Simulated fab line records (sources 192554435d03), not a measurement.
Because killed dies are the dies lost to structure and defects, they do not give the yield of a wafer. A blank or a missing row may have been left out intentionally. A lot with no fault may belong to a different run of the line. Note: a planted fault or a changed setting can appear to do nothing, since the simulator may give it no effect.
fab line records + flow n5Finfet + part 2 of 2: steps 5 to 6 of 6
record
- lots=19
- wafers=57
- lastDay=17
route steps=1938 shown ZERO_LAYER@19 SPACER0@259 SD_EPI_N@277 SD_EPI_P@312
lots that met no fault: from a run of the same line without faults
startH: hours from the record's opening day to when the first of the lot's shown wafers began + waitH: how many hours have passed since the lot's step before this one + " same as the row above + L1.1+2: one row covering several wafers at once + - no value, or no start given + * or withheld: withheld + < > ~ a bound
route shown NAME@n: names a module that has steps shown in the file, with the first one's number in the route + usual: the fault-free wafers' mean and standard deviation + same: alike in all rows + chamber/n: place in a boat + sites: the reading at each site + _std_site: the standard deviation of these + _edge_site: inner sites' mean taken away from outer sites' mean + radiusMm: for every site, how far away it sits from the centre of the wafer + mask NAME#n: copy n + behind: tool/chamber where the wafer was last shaped + hold: why the lot went on hold/how many hours it stayed there/how the hold came to an end + device: names the non-switching transistor (n, p or np) + end of line: the route-end tests of the same wafers + a step with no rows: only its recipe + killed: the dies lost at the first sort to structure and to defects; this is not the yield of the wafer + map: the dies of a wafer, with x for killed, . for not killed, _ for no die there
set.NAME: the setting as run; set.NAME@STEP: as run at that earlier step + model.NAME: the simulator's own value behind a step, which no gauge read
the route's steps for a sample of lots (tables are steps, rows are wafers)
services: a tool's chamber out of use, with start hour (startH, from the record's first day; less than 0 if before it), hours out, and reason
## steps
# step N5_SD_EPI_P_ETCH_16
# recipe
- chemistry=CHF3/O2
- target=SiO2
- targetDepthA=50
- maskMaterial=SOC
- pressureMtorr=30
- sourceW=650
- biasW=170
- Ar_flow_sccm=200
- CHF3_flow_sccm=50
- O2_flow_sccm=5
- ionEnergyEv=200
# usual
- O2_flow_sccm=4.998/0.014
- chamberPressureMTorr=30.003/0.025
- drypumpMotorCurrentA=5.8/0.41
- mfcArSccm=200.0/0.62
- oes_f_703_au=0.76/0.057
- oesProductAu=0.77/0.064
- rfVppV=524/7.2
- showerheadPlenumPTorr=2.42/0.059
- throttleValvePct=18.97/0.16
| lot.wafer | tool       | chamber | startH | waitH | O2_flow_sccm | chamberPressureMTorr | drypumpMotorCurrentA | mfcArSccm | oes_f_703_au | oesProductAu | rfHoursCounterH | rfVppV | showerheadPlenumPTorr | throttleValvePct |
|-----------|------------|---------|--------|-------|--------------|----------------------|----------------------|-----------|--------------|--------------|-----------------|--------|-----------------------|------------------|
| L075.1    | rieDiel-02 | 0       | 64.08  | 0.1   | 4.987        | 30.027               | 5.8                  | 200.5     | 0.74         | 0.77         | 170             | 533    | 2.40                  | 19.06            |
| L075.3    | "          | 3       | "      | "     | 5.015        | 29.998               | 5.8                  | 199.7     | 0.73         | 0.74         | 193             | 516    | 2.41                  | 18.72            |
| L075.5    | "          | 3       | "      | "     | 5.002        | 29.996               | 5.8                  | 200.8     | 0.73         | 0.73         | -               | 519    | 2.40                  | 18.73            |
| L076.1    | rieDiel-02 | 2       | 64.97  | 0.1   | 4.988        | 29.989               | 6.3                  | 200.1     | 0.76         | 0.75         | 138             | 526    | 2.51                  | 18.95            |
| L076.4    | "          | 1       | "      | "     | 5.028        | 30.058               | 6.0                  | 200.6     | 0.80         | 0.82         | 77              | 525    | 2.34                  | 19.17            |
| L076.6    | "          | 2       | "      | "     | 4.986        | 29.994               | 6.2                  | 199.7     | 0.76         | 0.76         | -               | 524    | 2.51                  | 18.93            |
| L077.2    | rieDiel-02 | 3       | 72.74  | 0.1   | 4.989        | 29.995               | 5.9                  | 199.4     | 0.72         | 0.74         | 195             | 519    | 2.40                  | 18.75            |
| L077.5    | "          | 1       | "      | "     | 4.988        | 29.995               | 6.0                  | 200.7     | 0.80         | 0.82         | -               | 525    | 2.34                  | 19.17            |
| L077.6    | "          | 0       | "      | "     | 5.007        | 30.030               | 5.8                  | 199.2     | 0.73         | 0.76         | -               | 532    | 2.40                  | 19.05            |
| L079.1    | rieDiel-05 | 0       | 81.73  | 0.1   | 5.003        | 29.985               | 6.0                  | 199.7     | 0.88         | 0.88         | 34              | 527    | 2.45                  | 18.95            |
| L079.2    | "          | 2       | "      | "     | 4.978        | 30.053               | 5.3                  | 199.9     | 0.77         | 0.74         | 157             | 512    | 2.50                  | 18.73            |
| L079.5    | "          | 3       | "      | "     | 4.975        | 29.976               | 6.1                  | 200.3     | 0.82         | 0.84         | -               | 518    | 2.35                  | 18.87            |
| L080.2    | rieDiel-05 | 0       | 90.88  | 0.1   | 5.002        | 30.003               | 6.1                  | 199.4     | 0.88         | 0.87         | 38              | 527    | 2.45                  | 18.95            |
| L080.3    | "          | 3       | "      | "     | 4.991        | 29.998               | 6.2                  | 200.1     | 0.82         | 0.82         | 74              | 519    | 2.35                  | 18.84            |
| L080.4    | "          | 1       | "      | "     | 4.972        | 29.984               | 6.4                  | 200.4     | 0.71         | 0.69         | 204             | 509    | 2.49                  | 18.84            |
| L081.2    | rieDiel-05 | 2       | 94.82  | 0.1   | 4.999        | 29.959               | 5.3                  | 199.8     | 0.76         | 0.72         | 162             | 512    | 2.50                  | 18.74            |
| L081.4    | "          | 3       | "      | "     | 5.004        | 30.034               | 6.1                  | 200.1     | 0.83         | 0.82         | 75              | 518    | 2.35                  | 18.84            |
| L081.5    | "          | 2       | "      | "     | 5.005        | 29.999               | 5.3                  | 199.8     | 0.76         | 0.73         | -               | 513    | 2.50                  | 18.75            |
| L082.1    | rieDiel-02 | 2       | 102.91 | 0.1   | 5.007        | 30.033               | 6.3                  | 199.7     | 0.75         | 0.75         | 149             | 525    | 2.50                  | 18.97            |
| L082.3    | "          | 3       | "      | "     | 5.021        | 29.979               | 5.8                  | 200.3     | 0.72         | 0.73         | 204             | 518    | 2.40                  | 18.76            |
| L082.6    | "          | 3       | "      | "     | 5.029        | 30.032               | 5.8                  | 199.3     | 0.72         | 0.73         | -               | 518    | 2.40                  | 18.77            |
| L083.1    | rieDiel-04 | 3       | 116.26 | 0.1   | 5.033        | 29.987               | 5.3                  | 199.2     | 0.71         | 0.70         | 229             | 531    | 2.40                  | 18.75            |
| L083.2    | "          | 1       | "      | "     | 4.993        | 30.004               | 5.2                  | 201.2     | 0.87         | 0.92         | 18              | 534    | 2.47                  | 18.88            |
| L083.3    | "          | 2       | "      | "     | 4.988        | 30.034               | 6.2                  | 201.0     | 0.74         | 0.75         | 142             | 521    | 2.42                  | 19.19            |
| L084.2    | rieDiel-04 | 3       | 117.72 | 0.1   | 4.992        | 30.016               | 5.3                  | 200.4     | 0.71         | 0.70         | 230             | 532    | 2.39                  | 18.75            |
| L084.5    | "          | 1       | "      | "     | 4.999        | 30.011               | 5.2                  | 201.0     | 0.87         | 0.92         | -               | 532    | 2.47                  | 18.86            |
| L084.6    | "          | 2       | "      | "     | 5.007        | 30.017               | 6.2                  | 199.9     | 0.74         | 0.75         | -               | 521    | 2.42                  | 19.20            |
| L085.1    | rieDiel-04 | 2       | 124.72 | 0.1   | 4.983        | 29.979               | 6.2                  | 200.2     | 0.73         | 0.74         | 145             | 519    | 2.42                  | 19.18            |
| L085.4    | "          | 0       | "      | "     | 4.977        | 30.001               | 5.2                  | 200.1     | 0.71         | 0.72         | 177             | 529    | 2.32                  | 19.05            |
| L085.5    | "          | 3       | "      | "     | 4.992        | 30.011               | 5.3                  | 200.9     | 0.71         | 0.70         | -               | 531    | 2.39                  | 18.75            |
| L086.2    | rieDiel-04 | 2       | 128.46 | 0.1   | 5.008        | 30.029               | 6.2                  | 199.3     | 0.74         | 0.75         | 146             | 522    | 2.42                  | 19.18            |
| L086.4    | "          | 0       | "      | "     | 5.003        | 30.026               | 5.2                  | 199.0     | 0.70         | 0.73         | 178             | 529    | 2.32                  | 19.06            |
| L086.6    | "          | 1       | "      | "     | 5.006        | 30.032               | 5.2                  | 200.6     | 0.87         | 0.90         | -               | 532    | 2.47                  | 18.87            |
| L087.1    | rieDiel-05 | 3       | 132.40 | 0.1   | 4.980        | 29.973               | 6.2                  | 199.9     | 0.81         | 0.81         | 83              | 518    | 2.35                  | 18.86            |
| L087.3    | "          | 2       | "      | "     | 5.024        | 29.984               | 5.3                  | 200.4     | 0.75         | 0.72         | 173             | 512    | 2.50                  | 18.74            |
| L087.5    | "          | 1       | "      | "     | 4.993        | 29.987               | 6.3                  | 200.0     | 0.69         | 0.68         | -               | 508    | 2.49                  | 18.89            |
| L088.1    | rieDiel-02 | 2       | 140.58 | 0.1   | 5.004        | 30.011               | 6.3                  | 200.2     | 0.74         | 0.74         | 157             | 527    | 2.50                  | 18.98            |
| L088.2    | "          | 0       | "      | "     | 5.010        | 30.020               | 5.8                  | 199.6     | 0.72         | 0.74         | 192             | 531    | 2.39                  | 19.08            |
| L088.4    | "          | 1       | "      | "     | 4.972        | 29.965               | 6.0                  | 200.4     | 0.78         | 0.79         | 99              | 524    | 2.34                  | 19.20            |
| L089.2    | rieDiel-02 | 1       | 144.53 | 0.1   | 5.000        | 30.045               | 6.0                  | 199.6     | 0.78         | 0.78         | 101             | 525    | 2.34                  | 19.22            |
| L089.3    | "          | 0       | "      | "     | 5.003        | 30.009               | 5.7                  | 199.9     | 0.72         | 0.73         | 194             | 532    | 2.39                  | 19.10            |
| L089.5    | "          | 1       | "      | "     | 5.028        | 30.001               | 6.0                  | 199.6     | 0.78         | 0.79         | -               | 526    | 2.33                  | 19.20            |
| L090.2    | rieDiel-04 | 1       | 152.37 | 0.1   | 4.977        | 30.005               | 5.2                  | 200.2     | 0.85         | 0.88         | 30              | 533    | 2.46                  | 18.89            |
| L090.3    | "          | 3       | "      | "     | 4.997        | 30.001               | 5.2                  | 199.4     | 0.70         | 0.70         | 240             | 531    | 2.39                  | 18.77            |
| L090.4    | "          | 2       | "      | "     | 4.995        | 30.049               | 6.2                  | 200.2     | 0.73         | 0.74         | -               | 520    | 2.42                  | 19.20            |
| L091.3    | rieDiel-04 | 2       | 154.69 | 0.1   | 5.013        | 29.986               | 6.2                  | 200.1     | 0.73         | 0.75         | 153             | 521    | 2.42                  | 19.20            |
| L091.4    | "          | 2       | "      | "     | 5.016        | 29.984               | 6.2                  | 199.4     | 0.73         | 0.74         | -               | 518    | 2.42                  | 19.20            |
| L091.6    | "          | 1       | "      | "     | 4.991        | 30.022               | 5.2                  | 200.0     | 0.85         | 0.89         | -               | 533    | 2.46                  | 18.91            |
| L092.1    | rieDiel-02 | 0       | 164.65 | 0.1   | 4.984        | 30.016               | 5.8                  | 199.9     | 0.71         | 0.74         | 202             | 531    | 2.39                  | 19.10            |
| L092.2    | "          | 1       | "      | "     | 4.996        | 30.049               | 6.0                  | 199.8     | 0.77         | 0.78         | 109             | 525    | 2.33                  | 19.21            |
| L092.5    | "          | 1       | "      | "     | 5.006        | 29.986               | 6.0                  | 200.7     | 0.77         | 0.78         | -               | 523    | 2.33                  | 19.23            |
| L093.4    | rieDiel-02 | 3       | 168.32 | 0.1   | 4.980        | 30.008               | 5.8                  | 200.2     | 0.71         | 0.72         | 220             | 517    | 2.39                  | 18.77            |
| L093.5    | "          | 1       | "      | "     | 5.006        | 30.012               | 6.0                  | 199.7     | 0.78         | 0.78         | -               | 525    | 2.33                  | 19.20            |
| L093.6    | "          | 0       | "      | "     | 4.983        | 30.030               | 5.7                  | 200.2     | 0.71         | 0.73         | -               | 530    | 2.39                  | 19.11            |
| L095.1    | rieDiel-04 | 2       | 179.08 | 0.1   | 5.003        | 29.972               | 6.2                  | 200.5     | 0.73         | 0.74         | 160             | 521    | 2.42                  | 19.21            |
| L095.4    | "          | 0       | "      | "     | 4.990        | 29.997               | 5.2                  | 199.3     | 0.70         | 0.73         | 192             | 531    | 2.31                  | 19.09            |
| L095.5    | "          | 2       | "      | "     | 4.999        | 29.970               | 6.2                  | 200.0     | 0.73         | 0.73         | -               | 521    | 2.42                  | 19.21            |
# step N5_SD_EPI_P_STRIP_40
# recipe
- chemistry=N2/H2
- powerW=1000
- tempC=250
- h2Frac=0.65
- overashFraction=0.3
- pressureMtorr=withheld
- n2FlowSccm=1750
- h2FlowSccm=3250
# usual
- drypumpMotorCurrentA=5.7/0.33
- heaterPowerW=353/37
- oesProductAu=0.761/0.011
| lot.wafer | tool           | chamber | startH | waitH | drypumpMotorCurrentA | heaterPowerW | oesProductAu | rfHoursCounterH |
|-----------|----------------|---------|--------|-------|----------------------|--------------|--------------|-----------------|
| L075.1    | plasmaAsher-01 | 1       | 64.33  | 0.0   | 6.2                  | 314          | 0.762        | 94              |
| L075.3    | "              | 0       | "      | "     | 5.2                  | 368          | 0.779        | -               |
| L075.5    | "              | 0       | "      | "     | 5.2                  | 368          | 0.763        | -               |
| L076.1    | plasmaAsher-01 | 0       | 65.21  | 0.0   | 5.2                  | 364          | 0.749        | 94              |
| L076.4    | "              | 0       | "      | "     | 5.2                  | 364          | 0.748        | -               |
| L076.6    | "              | 1       | "      | "     | 6.2                  | 320          | 0.754        | -               |
| L077.2    | plasmaAsher-02 | 1       | 72.95  | 0.0   | 5.6                  | 406          | 0.769        | 28              |
| L077.5    | "              | 0       | "      | "     | 5.9                  | 321          | 0.769        | -               |
| L077.6    | "              | 1       | "      | "     | 5.6                  | 390          | 0.777        | -               |
| L079.1    | plasmaAsher-02 | 0       | 81.97  | 0.0   | 5.9                  | 319          | 0.767        | 29              |
| L079.2    | "              | 1       | "      | "     | 5.6                  | 409          | 0.763        | 29              |
| L079.5    | "              | 0       | "      | "     | 5.9                  | 318          | 0.755        | -               |
| L080.2    | plasmaAsher-02 | 0       | 91.12  | 0.0   | 5.8                  | 318          | 0.763        | 31              |
| L080.3    | "              | 0       | "      | "     | 5.9                  | 317          | 0.777        | -               |
| L080.4    | "              | 1       | "      | "     | 5.6                  | 399          | 0.753        | -               |
| L081.2    | plasmaAsher-02 | 1       | 95.04  | 0.0   | 5.6                  | 394          | 0.762        | 32              |
| L081.4    | "              | 1       | "      | "     | 5.6                  | 400          | 0.772        | -               |
| L081.5    | "              | 1       | "      | "     | 5.6                  | 395          | 0.767        | -               |
| L082.1    | plasmaAsher-02 | 1       | 103.13 | 0.0   | 5.7                  | 407          | 0.760        | 34              |
| L082.3    | "              | 0       | "      | "     | 5.9                  | 325          | 0.777        | -               |
| L082.6    | "              | 0       | "      | "     | 5.8                  | 322          | 0.752        | -               |
| L083.1    | plasmaAsher-01 | 0       | 116.48 | 0.0   | 5.2                  | 365          | 0.769        | 104             |
| L083.2    | "              | 1       | "      | "     | 6.2                  | 320          | 0.749        | 104             |
| L083.3    | "              | 1       | "      | "     | 6.2                  | 312          | 0.764        | -               |
| L084.2    | plasmaAsher-01 | 0       | 117.94 | 0.0   | 5.2                  | 371          | 0.747        | 104             |
| L084.5    | "              | 1       | "      | "     | 6.2                  | 321          | 0.761        | -               |
| L084.6    | "              | 0       | "      | "     | 5.2                  | 370          | 0.754        | -               |
| L085.1    | plasmaAsher-02 | 1       | 124.93 | 0.0   | 5.6                  | 392          | 0.758        | 38              |
| L085.4    | "              | 0       | "      | "     | 5.9                  | 326          | 0.754        | -               |
| L085.5    | "              | 1       | "      | "     | 5.6                  | 400          | 0.763        | -               |
| L086.2    | plasmaAsher-02 | 1       | 128.68 | 0.0   | 5.6                  | 401          | 0.752        | 39              |
| L086.4    | "              | 1       | "      | "     | 5.6                  | 418          | 0.743        | -               |
| L086.6    | "              | 1       | "      | "     | 5.6                  | 398          | 0.775        | -               |
| L087.1    | plasmaAsher-01 | 0       | 132.61 | 0.0   | 5.2                  | 364          | 0.738        | 106             |
| L087.3    | "              | 1       | "      | "     | 6.2                  | 321          | 0.751        | -               |
| L087.5    | "              | 0       | "      | "     | 5.2                  | 372          | 0.773        | -               |
| L088.1    | plasmaAsher-01 | 1       | 140.82 | 0.0   | 6.2                  | 326          | 0.759        | 108             |
| L088.2    | "              | 0       | "      | "     | 5.2                  | 366          | 0.760        | 108             |
| L088.4    | "              | 1       | "      | "     | 6.2                  | 323          | 0.755        | -               |
| L089.2    | plasmaAsher-02 | 0       | 144.74 | 0.0   | 5.9                  | 317          | 0.755        | 42              |
| L089.3    | "              | 1       | "      | "     | 5.6                  | 392          | 0.757        | -               |
| L089.5    | "              | 1       | "      | "     | 5.6                  | 404          | 0.756        | -               |
| L090.2    | plasmaAsher-02 | 0       | 152.60 | 0.0   | 5.9                  | 322          | 0.776        | 44              |
| L090.3    | "              | 0       | "      | "     | 5.9                  | 333          | 0.767        | -               |
| L090.4    | "              | 1       | "      | "     | 5.6                  | 401          | 0.769        | -               |
| L091.3    | plasmaAsher-02 | 0       | 154.93 | 0.0   | 5.8                  | 317          | 0.764        | -               |
| L091.4    | "              | 1       | "      | "     | 5.6                  | 415          | 0.787        | -               |
| L091.6    | "              | 0       | "      | "     | 5.8                  | 320          | 0.764        | -               |
| L092.1    | plasmaAsher-02 | 0       | 164.87 | 0.0   | 5.9                  | 326          | 0.750        | 46              |
| L092.2    | "              | 1       | "      | "     | 5.6                  | 400          | 0.757        | 46              |
| L092.5    | "              | 1       | "      | "     | 5.6                  | 400          | 0.753        | -               |
| L093.4    | plasmaAsher-02 | 0       | 168.56 | 0.0   | 5.9                  | 323          | 0.774        | -               |
| L093.5    | "              | 1       | "      | "     | 5.7                  | 400          | 0.747        | -               |
| L093.6    | "              | 0       | "      | "     | 5.9                  | 317          | 0.764        | -               |
| L095.1    | plasmaAsher-01 | 0       | 179.29 | 0.0   | 5.2                  | 372          | 0.758        | 117             |
| L095.4    | "              | 1       | "      | "     | 6.2                  | 319          | 0.746        | -               |
| L095.5    | "              | 0       | "      | "     | 5.2                  | 365          | 0.770        | -               |
## services
| tool           | chamber | startH | hours | kind                        |
|----------------|---------|--------|-------|-----------------------------|
| rieDiel-05     | 0       | 35.38  | 14.7  | repair                      |
| rieDiel-02     | -       | 50.71  | 2.8   | repair                      |
| rieDiel-06     | -       | 54.77  | 0.3   | repair                      |
| rieDiel-03     | 2       | 54.77  | 2.2   | repair                      |
| rieDiel-01     | 3       | 68.92  | 12.7  | repair                      |
| aldSin-02      | -       | 70.08  | 1.6   | repair                      |
| rieDiel-05     | 1       | 75.65  | 12.2  | repair                      |
| plasmaAsher-02 | -       | 82.43  | 0.9   | repair                      |
| aldSin-04      | -       | 85.25  | 14.0  | pm                          |
| rieDiel-06     | -       | 89.79  | 0.7   | repair                      |
| aldSin-04      | -       | 99.25  | 15.6  | pm                          |
| rieDiel-04     | 3       | 102.34 | 4.6   | repair                      |
| rieDiel-02     | 2       | 104.30 | 10.3  | repair                      |
| rieDiel-05     | 3       | 106.16 | 6.8   | repair                      |
| aldSin-04      | -       | 114.85 | 6.1   | pm                          |
| rieDiel-03     | 3       | 115.55 | -     | clean                       |
| rieDiel-03     | 3       | 115.55 | -     | consumableReplace:focusRing |
| rieDiel-03     | 3       | 115.55 | 23.0  | scheduledDown               |
| rieDiel-05     | 1       | 139.32 | 17.3  | repair                      |
| rieDiel-03     | 2       | 140.46 | 3.9   | repair                      |
| rieDiel-02     | 3       | 143.02 | 4.5   | repair                      |
| rieDiel-04     | 0       | 150.47 | 3.8   | repair                      |
| aldSin-02      | 1       | 152.03 | 4.5   | repair                      |
| rieDiel-02     | 3       | 155.23 | 9.1   | repair                      |
